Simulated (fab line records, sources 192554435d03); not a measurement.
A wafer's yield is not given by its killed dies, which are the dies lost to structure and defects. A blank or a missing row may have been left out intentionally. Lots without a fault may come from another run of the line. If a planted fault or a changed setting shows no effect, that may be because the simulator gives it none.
Split-lot trial    flow n5_finfet    39 wafers read from 7 lots, route of 1938 steps

## SPLIT DETAILS
At N5_DUMMY_GATE_ETCH_37 (etches SOC in N2/H2, target depth 60 nm, overetch 30 nm), the setting source_w was moved away from the recipe's 840 W on 15 of the 39 wafers read, by -18.7% to +17.7%. All remaining wafers had this setting at the recipe value.

The reading is taken at the split's own step.

## THE READING
rf_vpp_V, in V, at N5_DUMMY_GATE_ETCH_37 (etches SOC in N2/H2, target depth 60 nm, overetch 30 nm). Typical for fault-free wafers on this fab line: 524.3 V, with standard deviation 2.4 V.

wafer   tool, chamber at the split  source_w as run, W  against the recipe  rf_vpp_V, V  against lot-mates on the recipe
L074.1  rie_diel-05, 1              989                 +17.7%              497.3        -28.1
L074.2  rie_diel-05, 0              989                 +17.7%              494.4        -31.0
L074.3  rie_diel-05, 3              989                 +17.7%              499.4        -26.0
L074.4  rie_diel-05, 2              840                 recipe              524.7        -
L074.5  rie_diel-05, 2              840                 recipe              524.9        -
L074.6  rie_diel-05, 1              840                 recipe              526.6        -
L077.1  rie_diel-02, 1              840                 recipe              525.4        -
L077.2  rie_diel-02, 3              840                 recipe              525.9        -
L077.3  rie_diel-02, 0              840                 recipe              525.8        -
L077.4  rie_diel-02, 2              890.6               +6.0%               511.2        -14.5
L077.5  rie_diel-02, 0              890.6               +6.0%               515.4        -10.3
L077.6  rie_diel-02, 1              890.6               +6.0%               516.7        -9.0
L082.1  rie_diel-02, 0              771.1               -8.2%               539.7        +15.7
L082.2  rie_diel-02, 1              840                 recipe              526.3        -
L082.3  rie_diel-02, 2              771.1               -8.2%               535.3        +11.3
L082.4  rie_diel-02, 3              771.1               -8.2%               541.4        +17.4
L082.5  rie_diel-02, 3              840                 recipe              525.8        -
L082.6  rie_diel-02, 2              840                 recipe              519.8        -
L083.1  rie_diel-05, 3              683.1               -18.7%              564.0        +39.1
L083.2  rie_diel-05, 1              840                 recipe              525.1        -
L083.3  rie_diel-05, 0              840                 recipe              521.9        -
L083.4  rie_diel-05, 2              683.1               -18.7%              560.9        +36.0
L083.5  rie_diel-05, 3              840                 recipe              527.7        -
L083.6  rie_diel-05, 0              683.1               -18.7%              557.5        +32.6
L086.1  rie_diel-03, 3              928.1               +10.5%              509.4        -15.5
L086.2  rie_diel-03, 2              840                 recipe              525.7        -
L086.3  rie_diel-03, 0              928.1               +10.5%              506.2        -18.7
L086.4  rie_diel-03, 1              928.1               +10.5%              505.3        -19.6
L086.5  rie_diel-03, 1              840                 recipe              525.2        -
L086.6  rie_diel-03, 2              840                 recipe              523.7        -
L087.1  rie_diel-05, 2              840                 recipe              524.3        -
L087.2  rie_diel-05, 1              840                 recipe              525.2        -
L087.3  rie_diel-05, 2              840                 recipe              523.6        -
L087.4  rie_diel-05, 1              840                 recipe              525.3        -
L087.5  rie_diel-05, 1              840                 recipe              526.6        -
L087.6  rie_diel-05, 2              840                 recipe              523.7        -
L095.1  rie_diel-02, 0              840                 recipe              527.2        -
L095.2  rie_diel-02, 2              840                 recipe              521.0        -
L095.3  rie_diel-02, 1              840                 recipe              525.9        -

THE FIT
A straight line over all 39 wafers: rf_vpp_V changes by -1.75 V for each +1% of source_w; r = -0.99; the points scatter about the line by 2.4 V.
The same after taking each lot's own level away (the mean of its wafers on the recipe; 39 wafers): -1.77 V for each +1%; r = -0.99; scatter 2.3 V.
The reading moves by 33 V for the largest change in source_w, on that fit.
From 523.97 to 525.70 V: that is the span of the lots' own levels, equal to 0.7 times the standard deviation above.
The two slopes agree, so the slope changes little with the lot-to-lot level.
Check: for one of the wafers moved furthest among these (-18.7%), held out of the fit, the line's prediction against its lot-mates is +32.5 V. It came out at +39.1 V against them.
Tool readings at the split's step, against how far the setting was moved: rf_vpp_V r = -0.99.

## FILE'S OWN FIT
rf_vpp_V changes by -1.77 V for each +1% of source_w, r = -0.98.
